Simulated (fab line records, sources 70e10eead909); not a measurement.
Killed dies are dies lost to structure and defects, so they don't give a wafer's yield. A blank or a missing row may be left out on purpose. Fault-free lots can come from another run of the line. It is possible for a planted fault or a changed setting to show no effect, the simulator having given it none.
Chamber matching / flow nandHarc / NHARC_P_CONTACT_DESCUM_17 on rieDiel-13 has 4 sister chambers
The step chemistry O2, time 3 s. 16 wafers are shown with their chamber, then 8 later ones without.

## EACH WAFER AND ITS CHAMBER
wafer=L074.1; chamber=3; showerheadPlenumPTorr (Torr)=1.92; throttleValvePct (%)=11.308; oesProductAu (a.u.)=0.996
wafer=L074.2; chamber=1; showerheadPlenumPTorr (Torr)=1.95; throttleValvePct (%)=11.314; oesProductAu (a.u.)=1.014
wafer=L074.4; chamber=2; showerheadPlenumPTorr (Torr)=1.82; throttleValvePct (%)=11.305; oesProductAu (a.u.)=1.012
wafer=L076.1; chamber=0; showerheadPlenumPTorr (Torr)=1.93; throttleValvePct (%)=11.303; oesProductAu (a.u.)=1.000
wafer=L076.2; chamber=2; showerheadPlenumPTorr (Torr)=1.82; throttleValvePct (%)=11.292; oesProductAu (a.u.)=1.007
wafer=L076.5; chamber=2; showerheadPlenumPTorr (Torr)=1.82; throttleValvePct (%)=11.301; oesProductAu (a.u.)=1.013
wafer=L077.2; chamber=0; showerheadPlenumPTorr (Torr)=1.93; throttleValvePct (%)=11.301; oesProductAu (a.u.)=0.993
wafer=L077.3; chamber=2; showerheadPlenumPTorr (Torr)=1.82; throttleValvePct (%)=11.302; oesProductAu (a.u.)=1.006
wafer=L077.6; chamber=3; showerheadPlenumPTorr (Torr)=1.92; throttleValvePct (%)=11.332; oesProductAu (a.u.)=1.009
wafer=L080.1; chamber=3; showerheadPlenumPTorr (Torr)=1.92; throttleValvePct (%)=11.316; oesProductAu (a.u.)=0.998
wafer=L080.3; chamber=2; showerheadPlenumPTorr (Torr)=1.82; throttleValvePct (%)=11.305; oesProductAu (a.u.)=1.004
wafer=L080.5; chamber=0; showerheadPlenumPTorr (Torr)=1.93; throttleValvePct (%)=11.311; oesProductAu (a.u.)=0.985
wafer=L084.2; chamber=0; showerheadPlenumPTorr (Torr)=1.93; throttleValvePct (%)=11.298; oesProductAu (a.u.)=1.004
wafer=L084.3; chamber=2; showerheadPlenumPTorr (Torr)=1.82; throttleValvePct (%)=11.306; oesProductAu (a.u.)=1.010
wafer=L084.5; chamber=0; showerheadPlenumPTorr (Torr)=1.92; throttleValvePct (%)=11.304; oesProductAu (a.u.)=1.011
wafer=L093.1; chamber=3; showerheadPlenumPTorr (Torr)=1.92; throttleValvePct (%)=11.325; oesProductAu (a.u.)=1.011

SIGNATURES, as means of the wafers listed above
reading=showerheadPlenumPTorr; chamber 0=1.9280; chamber 1=1.9500; chamber 2=1.8200; chamber 3=1.9200; scatter within a chamber=0.00258
reading=throttleValvePct; chamber 0=11.30340; chamber 1=11.31400; chamber 2=11.30183; chamber 3=11.32025; scatter within a chamber=0.00681
reading=oesProductAu; chamber 0=0.99860; chamber 1=1.01400; chamber 2=1.00867; chamber 3=1.00350; scatter within a chamber=0.00729
Rule: for a wafer and a chamber, the distance is found by dividing, reading by reading, the gap between the wafer's reading and the chamber's mean by the reading's scatter, squaring, summing and taking the root. If the next closest chamber is less than 2 further off than the closest, the wafer can't be placed; otherwise it belongs to the closest. How the scatter is found: for the shown wafers, subtract from each reading the mean of its chamber, square and add these, divide the total by (wafers less chambers), then take the root.

## WAFERS WITHOUT THEIR CHAMBER
wafer=L093.2; showerheadPlenumPTorr (Torr)=1.92; throttleValvePct (%)=11.316; oesProductAu (a.u.)=1.008
wafer=L093.3; showerheadPlenumPTorr (Torr)=1.82; throttleValvePct (%)=11.318; oesProductAu (a.u.)=1.011
wafer=L094.1; showerheadPlenumPTorr (Torr)=1.94; throttleValvePct (%)=11.328; oesProductAu (a.u.)=1.020
wafer=L094.2; showerheadPlenumPTorr (Torr)=1.92; throttleValvePct (%)=11.329; oesProductAu (a.u.)=1.005
wafer=L094.4; showerheadPlenumPTorr (Torr)=1.94; throttleValvePct (%)=11.320; oesProductAu (a.u.)=1.016
wafer=L096.1; showerheadPlenumPTorr (Torr)=1.92; throttleValvePct (%)=11.310; oesProductAu (a.u.)=1.009
wafer=L096.2; showerheadPlenumPTorr (Torr)=1.94; throttleValvePct (%)=11.312; oesProductAu (a.u.)=1.033
wafer=L096.6; showerheadPlenumPTorr (Torr)=1.92; throttleValvePct (%)=11.317; oesProductAu (a.u.)=1.009

## EACH ONE'S CHAMBER
wafer=L093.2; from the rows above=3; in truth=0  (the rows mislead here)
wafer=L093.3; from the rows above=2; in truth=2
wafer=L094.1; from the rows above=1; in truth=1
wafer=L094.2; from the rows above=3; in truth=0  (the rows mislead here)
wafer=L094.4; from the rows above=can't be placed: 1 or 0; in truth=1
wafer=L096.1; from the rows above=can't be placed: 3 or 0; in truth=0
wafer=L096.2; from the rows above=1; in truth=1
wafer=L096.6; from the rows above=3; in truth=3
Correct placement for 4 of the 8. From these rows, 2 cannot be placed; in 2 the true chamber is one of the candidates. Placed wrongly: 2.
